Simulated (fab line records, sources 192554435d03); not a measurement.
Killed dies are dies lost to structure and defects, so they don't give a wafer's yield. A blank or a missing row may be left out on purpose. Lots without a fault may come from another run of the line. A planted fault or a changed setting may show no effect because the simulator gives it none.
Problem report in the 8D (eight disciplines) form, filled by code | flow n5_finfet | the parts of the form that need people (team, actions taken, sign-off) are left out

1. THE PROBLEM
run_length_s at N5_BEOL_M3_ETCH_70 reads a mean of 176.9 s on 3 wafers of 3 lots; wafers without a fault read 143.2 s with a standard deviation of 0.51. That is +66 standard deviations from the usual mean.
The step: etches SOC in N2/H2, target depth 80 nm, overetch 16 nm, time 120 s.
First seen on wafer L376.4, day 11 19:11, on rie_diel-02. The record holds 25 wafers of 9 lots with a number at this step. Rule for "out", or "out of limits": more than 4 standard deviations from the usual mean. The other wafers with a number count as sound.

2. WHAT IT IS AND WHAT IT IS NOT
question                    | is                     | is not
which readings at this step | run_length_s           | drypump_motor_current_A, oes_product_au, rf_vpp_V, showerhead_plenum_p_Torr, temp_c, throttle_valve_pct
which lots                  | L375, L376, L380       | L364, L365, L366, L383, L384, L385
which wafers of those lots  | L375.4, L376.4, L380.3 | L375.2, L375.6, L376.1, L380.2, L380.5
read on which tools         | rie_diel-02            | rie_diel-01, rie_diel-06
when                        | from day 11 19:11      | up to then (9 sound wafers); but 13 sound wafers of L375, L380, L383, L384, L385 came after

3. SUSPECTS, AND WHAT RULES EACH OUT
Counting: a tool at a process step up to the reading stays a suspect if it ran every lot that is out. Sound lots after the first of them don't rule it out here, since some wafers of a struck lot are sound.
- rie_diel-06 at N5_BEOL_M3_STRIP_19 (strips in O2): kept. It ran every lot that is out, first L376 (day 11 04:16); its last sound lot up to then is L365 (day 8 08:40).
- rie_diel-02 at N5_BEOL_M3_ETCH_70 (etches SOC in N2/H2, target depth 80 nm, overetch 16 nm, time 120 s): kept. It ran every lot that is out, first L376 (day 11 19:11); its last sound lot up to then is L365 (day 8 17:13). Its own readings are out on those wafers: run_length_s.
Left after counting: rie_diel-06 at N5_BEOL_M3_STRIP_19, rie_diel-02 at N5_BEOL_M3_ETCH_70.

4. THE CAUSE (what the simulator had put in)
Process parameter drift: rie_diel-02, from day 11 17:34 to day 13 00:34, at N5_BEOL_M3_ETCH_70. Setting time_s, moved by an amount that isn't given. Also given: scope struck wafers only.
Counting left 2 suspects, and this tool is among them.

5. THE CHAIN OF EFFECTS, in route order
Each row: a reading whose mean over the struck wafers that have a number lies more than 3 standard deviations from the usual. Only readings for which the record gives a usual standard deviation are gone through. hours: the time from each lot's start at the first step in this table that gives one to its start at this step, as a median over the lots. sigmas: the change in usual standard deviations.
hours | step               | reading      | usual   | on struck wafers | change | sigmas
0     | N5_BEOL_M3_ETCH_70 | run_length_s | 143.2 s | 176.9            | +33.7  | +66
The process steps in it:
- N5_BEOL_M3_ETCH_70: etches SOC in N2/H2, target depth 80 nm, overetch 16 nm, time 120 s.
Later measuring or inspecting steps at which every struck wafer that the step has a row for has a number for every such reading, and none has moved that far: N5_BEOL_M4_RC_MEAS_101.

6. WHAT WOULD HAVE CAUGHT IT SOONER
In this record the first reading out of limits was taken at day 11 19:11, 2 hours after the fault began at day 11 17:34.
